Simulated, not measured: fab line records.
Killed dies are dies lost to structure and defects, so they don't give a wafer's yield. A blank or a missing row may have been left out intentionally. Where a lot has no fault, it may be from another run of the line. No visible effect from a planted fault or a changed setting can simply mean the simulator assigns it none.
Matching of chambers || flow nand_harc || NHARC_P_STI_CMP_21 on cmp-03 has 4 sister chambers
The step polishes, t overpolish 20 s, target thk 380.67 nm. 8 wafers are shown with their chamber, then 11 later ones without.

## EACH WAFER AND ITS CHAMBER
{"wafer": "L082.5", "chamber": 1, "motor_current_A (A)": 11.1, "overpolish_run_s (s)": 20.009}
{"wafer": "L087.1", "chamber": 0, "motor_current_A (A)": 12.3, "overpolish_run_s (s)": 19.997}
{"wafer": "L087.3", "chamber": 1, "motor_current_A (A)": 11.6, "overpolish_run_s (s)": 20.004}
{"wafer": "L087.5", "chamber": 0, "motor_current_A (A)": 12.2, "overpolish_run_s (s)": 19.990}
{"wafer": "L089.1", "chamber": 2, "motor_current_A (A)": 14.6, "overpolish_run_s (s)": 20.004}
{"wafer": "L089.2", "chamber": 3, "motor_current_A (A)": 10.8, "overpolish_run_s (s)": 19.995}
{"wafer": "L089.5", "chamber": 2, "motor_current_A (A)": 13.6, "overpolish_run_s (s)": 20.019}
{"wafer": "L091.3", "chamber": 3, "motor_current_A (A)": 10.3, "overpolish_run_s (s)": 20.019}

## WAFERS WHOSE CHAMBER IS MISSING
{"wafer": "L091.4", "motor_current_A (A)": 13.1, "overpolish_run_s (s)": 20.001}
{"wafer": "L091.5", "motor_current_A (A)": 10.5, "overpolish_run_s (s)": 19.990}
{"wafer": "L093.4", "motor_current_A (A)": 13.7, "overpolish_run_s (s)": 19.995}
{"wafer": "L093.5", "motor_current_A (A)": 13.0, "overpolish_run_s (s)": 19.992}
{"wafer": "L093.6", "motor_current_A (A)": 10.5, "overpolish_run_s (s)": 20.003}
{"wafer": "L095.1", "motor_current_A (A)": 14.1, "overpolish_run_s (s)": 20.002}
{"wafer": "L095.2", "motor_current_A (A)": 12.6, "overpolish_run_s (s)": 19.999}
{"wafer": "L095.4", "motor_current_A (A)": 11.7, "overpolish_run_s (s)": 20.014}
{"wafer": "L096.3", "motor_current_A (A)": 13.8, "overpolish_run_s (s)": 20.002}
{"wafer": "L096.5", "motor_current_A (A)": 10.6, "overpolish_run_s (s)": 19.995}
{"wafer": "L096.6", "motor_current_A (A)": 12.4, "overpolish_run_s (s)": 20.003}

## CHAMBER TAKEN BY EACH
{"wafer": "L091.4", "from the rows above": "can't be placed: 0 or 2 or 1", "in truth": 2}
{"wafer": "L091.5", "from the rows above": "can't be placed: 3 or 1", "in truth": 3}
{"wafer": "L093.4", "from the rows above": "can't be placed: 2 or 0", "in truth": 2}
{"wafer": "L093.5", "from the rows above": "can't be placed: 0 or 2", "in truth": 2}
{"wafer": "L093.6", "from the rows above": "can't be placed: 3 or 1", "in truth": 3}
{"wafer": "L095.1", "from the rows above": 2, "in truth": 2}
{"wafer": "L095.2", "from the rows above": 0, "in truth": 0}
{"wafer": "L095.4", "from the rows above": "can't be placed: 1 or 0 or 3", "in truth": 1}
{"wafer": "L096.3", "from the rows above": 2, "in truth": 2}
{"wafer": "L096.5", "from the rows above": "can't be placed: 3 or 1", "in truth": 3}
{"wafer": "L096.6", "from the rows above": "can't be placed: 0 or 1", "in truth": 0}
Placed correctly: 3 of 11. Unplaceable from these rows: 8, with the true chamber sitting among the candidates in 8. Wrongly placed: 0.
How it was worked out, from the rows above alone: a wafer's distance from a chamber is the root of the sum, over the readings, of the square of ((its reading less the chamber's mean) divided by the reading's scatter). If the next closest chamber is less than 2 further off than the closest, the wafer can't be placed; otherwise it belongs to the closest. For every chamber, the mean is computed from those of its wafers that are shown. The scatter: take each reading less its chamber's mean, square it, sum over the shown wafers, divide by the number of wafers less the number of chambers, and take the root.
